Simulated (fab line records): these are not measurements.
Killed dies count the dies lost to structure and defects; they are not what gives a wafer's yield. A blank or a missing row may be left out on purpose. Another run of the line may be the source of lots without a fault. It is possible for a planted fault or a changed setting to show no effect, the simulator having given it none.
Which of the tools did it?    flow n5_finfet    Sampling: 10 lots, 28 wafers, 5 of 1938 route steps

== WHAT THE GAUGES READ, wafer by wafer ==
The record holds no reading of a measuring or inspecting step that can be judged against a usual standard deviation.

== WHICH TOOL RAN EACH LOT (tool, then ch and the chambers of the sampled wafers, then the start) ==
lot   N5_BEOL_M7_PECVD_70              N5_BEOL_M7_STRIP_67                 N5_BEOL_M7_ETCH_72                  N5_BEOL_M7_ETCH_65                  N5_PASSIVATION_PROBE_49
L109  pecvd-02 ch 1,2, day 8 21:39     rie_diel-02 ch 0,1, day 8 23:05     rie_diel-01 ch 1,2,3, day 9 01:20   rie_diel-01 ch 1,2,3, day 9 01:22   prober-02, day 12 10:01
L113  pecvd-04 ch 1,2, day 9 16:35     rie_diel-01 ch 1,2,3, day 9 18:14   rie_diel-02 ch 0,2,3, day 9 22:08   rie_diel-02 ch 0,2,3, day 9 22:08   prober-01, day 13 10:09
L117  pecvd-02 ch 0,1,2, day 10 19:55  rie_diel-01 ch 0,1, day 10 22:11    rie_diel-01 ch 0,1,2, day 11 00:28  rie_diel-01 ch 0,1,2, day 11 00:29  -
L120  pecvd-02 ch 1,2, day 12 06:17    rie_diel-01 ch 0,1, day 12 07:41    rie_diel-01 ch 0,3, day 12 08:43    rie_diel-01 ch 0,3, day 12 08:44    prober-01, day 15 15:15
L122  pecvd-01 ch 0,2, day 12 11:35    rie_diel-02 ch 0,3, day 12 13:35    rie_diel-01 ch 1,2, day 12 15:10    rie_diel-01 ch 1,2, day 12 15:11    prober-01, day 15 15:33
L126  pecvd-01 ch 0,1,2, day 13 12:05  rie_diel-06 ch 1,2,3, day 13 12:59  rie_diel-02 ch 1,2,3, day 13 14:58  rie_diel-02 ch 1,2,3, day 13 14:59  -
L128  pecvd-01 ch 1,2, day 13 12:08    rie_diel-01 ch 0,1,2, day 13 13:11  rie_diel-02 ch 2,3, day 13 14:34    rie_diel-02 ch 2,3, day 13 14:35    prober-02, day 16 16:43
L129  pecvd-04 ch 0,1,2, day 13 16:50  rie_diel-06 ch 0,2,3, day 13 18:31  rie_diel-06 ch 0,1,2, day 13 20:37  rie_diel-06 ch 0,1,2, day 13 20:38  -
L132  pecvd-01 ch 1,2, day 14 12:07    rie_diel-02 ch 0,1,3, day 14 14:07  rie_diel-01 ch 0,3, day 14 18:57    rie_diel-01 ch 0,3, day 14 18:58    -
L130  pecvd-01 ch 1,2, day 14 15:27    rie_diel-06 ch 1,2,3, day 14 17:48  rie_diel-06 ch 2,3, day 14 19:29    rie_diel-06 ch 2,3, day 14 19:29    -
- N5_BEOL_M7_PECVD_70: deposits SiO2 from TEOS/O2, target thk 20 nm, time 22.7 s.
- N5_BEOL_M7_STRIP_67: strips in CF4.
- N5_BEOL_M7_ETCH_72: etches underlayer in N2/H2, target depth 6.5 nm, time 5.2 s.
- N5_BEOL_M7_ETCH_65: etches SiARC in CF4, target depth 15.6 nm, time 26 s.
- N5_PASSIVATION_PROBE_49

== WHAT THE TOOLS THEMSELVES READ (means of the sampled wafers that have a number; where no wafer has one, the mark that the record gives instead) ==
N5_BEOL_M7_PECVD_70. Usual: heater_power_w 740 W, standard deviation 94; showerhead_plenum_p_Torr 8.76 Torr, standard deviation 0.059; throttle_valve_pct 22.7 %, standard deviation 1.
lot   tool      heater_power_w (W)  showerhead_plenum_p_Torr (Torr)  throttle_valve_pct (%)  flag
L109  pecvd-02  651                 8.69                             21.5                    
L113  pecvd-04  719                 8.72                             21.8                    
L117  pecvd-02  638                 8.75                             22.4                    
L120  pecvd-02  580                 8.68                             21.5                    
L122  pecvd-01  725                 8.76                             23.0                    
L126  pecvd-01  778                 8.77                             23.3                    
L128  pecvd-01  858                 8.77                             23.5                    
L129  pecvd-04  701                 8.76                             22.0                    
L132  pecvd-01  849                 8.75                             23.1                    
L130  pecvd-01  879                 8.79                             23.4                    

N5_BEOL_M7_STRIP_67. Usual: drypump_motor_current_A 5.4 A, standard deviation 0.51; oes_product_au 0.76 a.u., standard deviation 0.077; rf_vpp_V 270.6 V, standard deviation 2; showerhead_plenum_p_Torr 1.77 Torr, standard deviation 0.069; throttle_valve_pct 13.58 %, standard deviation 0.23.
lot   tool         drypump_motor_current_A (A)  oes_product_au (a.u.)  rf_vpp_V (V)  showerhead_plenum_p_Torr (Torr)  throttle_valve_pct (%)  flag
L109  rie_diel-02  5.9                          0.81                   270.7         1.78                             13.34                   
L113  rie_diel-01  5.6                          0.71                   270.7         1.81                             13.71                   
L117  rie_diel-01  5.2                          0.74                   269.6         1.73                             13.57                   
L120  rie_diel-01  5.1                          0.72                   270.3         1.75                             13.68                   
L122  rie_diel-02  5.6                          0.79                   272.6         1.84                             13.47                   
L126  rie_diel-06  5.2                          0.80                   271.0         1.78                             13.51                   
L128  rie_diel-01  5.5                          0.71                   270.3         1.76                             13.64                   
L129  rie_diel-06  5.4                          0.78                   271.4         1.80                             13.59                   
L132  rie_diel-02  5.8                          0.76                   271.0         1.80                             13.49                   
L130  rie_diel-06  5.2                          0.79                   271.1         1.78                             13.53                   

N5_BEOL_M7_ETCH_72. Usual: drypump_motor_current_A 5.5 A, standard deviation 0.51; etch_rf_on_time_s 5.19 s, standard deviation 0.073; oes_product_au 0.65 a.u., standard deviation 0.058; rf_vpp_V 523 V, standard deviation 3.4; showerhead_plenum_p_Torr 2.51 Torr, standard deviation 0.11; throttle_valve_pct 17.80 %, standard deviation 0.16.
lot   tool         drypump_motor_current_A (A)  etch_rf_on_time_s (s)  oes_product_au (a.u.)  rf_vpp_V (V)  showerhead_plenum_p_Torr (Torr)  throttle_valve_pct (%)  flag
L109  rie_diel-01  5.6                          5.18                   0.61                   523           2.56                             17.94                   
L113  rie_diel-02  5.4                          5.05                   0.68                   523           2.55                             17.72                   
L117  rie_diel-01  5.5                          4.28                   0.71                   523           2.50                             17.85                   OFF
L120  rie_diel-01  5.6                          4.39                   0.84                   520           2.42                             17.69                   OFF
L122  rie_diel-01  5.5                          4.50                   0.65                   522           2.56                             17.94                   OFF
L126  rie_diel-02  5.8                          5.23                   0.63                   520           2.46                             17.82                   
L128  rie_diel-02  5.6                          5.23                   0.63                   523           2.49                             17.82                   
L129  rie_diel-06  5.2                          5.17                   0.62                   521           2.45                             18.03                   
L132  rie_diel-01  5.5                          5.09                   0.69                   518           2.39                             17.70                   
L130  rie_diel-06  5.2                          5.15                   0.67                   522           2.52                             17.80                   

N5_BEOL_M7_ETCH_65. Usual: drypump_motor_current_A 5.5 A, standard deviation 0.52; etch_rf_on_time_s 26.0 s, standard deviation 0.32; oes_product_au 0.65 a.u., standard deviation 0.058; rf_vpp_V 183.7 V, standard deviation 1.3; showerhead_plenum_p_Torr 2.12 Torr, standard deviation 0.086; throttle_valve_pct 15.55 %, standard deviation 0.2.
lot   tool         drypump_motor_current_A (A)  etch_rf_on_time_s (s)  oes_product_au (a.u.)  rf_vpp_V (V)  showerhead_plenum_p_Torr (Torr)  throttle_valve_pct (%)  flag
L109  rie_diel-01  5.6                          26.1                   0.60                   184.4         2.16                             15.70                   
L113  rie_diel-02  5.4                          25.9                   0.67                   185.0         2.15                             15.49                   
L117  rie_diel-01  5.5                          25.9                   0.62                   182.8         2.11                             15.62                   
L120  rie_diel-01  5.6                          25.6                   0.75                   182.6         2.05                             15.38                   
L122  rie_diel-01  5.5                          26.1                   0.59                   184.9         2.17                             15.74                   
L126  rie_diel-02  5.8                          26.1                   0.63                   183.4         2.08                             15.59                   
L128  rie_diel-02  5.6                          26.2                   0.63                   184.4         2.11                             15.65                   
L129  rie_diel-06  5.2                          26.3                   0.61                   183.1         2.08                             15.81                   
L132  rie_diel-01  5.5                          25.6                   0.69                   182.2         2.02                             15.44                   
L130  rie_diel-06  5.2                          25.5                   0.67                   183.9         2.12                             15.54                   

N5_PASSIVATION_PROBE_49. Usual: defect_limited_yield 91.2 %, standard deviation 1.4; killed_at_M0_to_M3 35, standard deviation 11; killed_at_M4_up 12, standard deviation 4.2; killed_at_contacts 13, standard deviation 5.6; killed_at_front_end 40, standard deviation 12; killed_at_other 3.3, standard deviation 2.6; killed_dies 103, standard deviation 17; killed_on_rim 14, standard deviation 4.5; killed_open 68, standard deviation 12; killed_short 34, standard deviation 7.6; sort_bin_5_function 5.1 %, standard deviation 0.95; sort_bin_6_memory 3.3 %, standard deviation 0.68; sort_n_pass 1077, standard deviation 17; sort_yield_pct 91.2 %, standard deviation 1.4.
lot   tool       defect_limited_yield (%)  killed_at_M0_to_M3  killed_at_M4_up  killed_at_contacts  killed_at_front_end  killed_at_other  killed_dies  killed_on_rim  killed_open  killed_short  sort_bin_5_function (%)  sort_bin_6_memory (%)  sort_n_pass  sort_yield_pct (%)  flag
L109  prober-02  89.9                      35                  8                16                  56                   5.0              119          14             85           33            5.8                      4.1                    1061         89.9                
L113  prober-01  90.8                      37                  13               24                  33                   2.3              108          15             63           42            5.4                      3.3                    1072         90.8                
L120  prober-01  90.5                      39                  9                8                   50                   5.0              111          18             72           38            6.0                      2.9                    1069         90.5                
L122  prober-01  92.0                      32                  14               22                  24                   2.0              94           12             62           32            4.0                      3.6                    1086         92.0                
L128  prober-02  91.3                      40                  12               8                   40                   3.0              103          14             72           30            5.3                      3.1                    1077         91.3                

== THE ANSWER, worked out from the rows above alone ==
Rule: take the mean of a lot's wafers that have a number; if it is more than 3 standard deviations from the usual mean, the lot is off. A lot without any number at a reading at which 4 lots or more have one is off too. Where the step has rows for the other lots, those lots are counted as sound. Order of review: gauges by route order, followed by the tools' own readings, for which a lot's mean as printed above is used. The first step at which some lot is off is used, and at that step the reading that is off furthest; a lot without a number counts as furthest.
Off, at N5_BEOL_M7_ETCH_72 on etch_rf_on_time_s: L117, L120, L122.
A tool fits if, at that step or a process step before it, it ran every lot that is off, and no sound lot after the first of them. None of those tried fits.

== WHAT THE SIMULATOR PUT IN ==
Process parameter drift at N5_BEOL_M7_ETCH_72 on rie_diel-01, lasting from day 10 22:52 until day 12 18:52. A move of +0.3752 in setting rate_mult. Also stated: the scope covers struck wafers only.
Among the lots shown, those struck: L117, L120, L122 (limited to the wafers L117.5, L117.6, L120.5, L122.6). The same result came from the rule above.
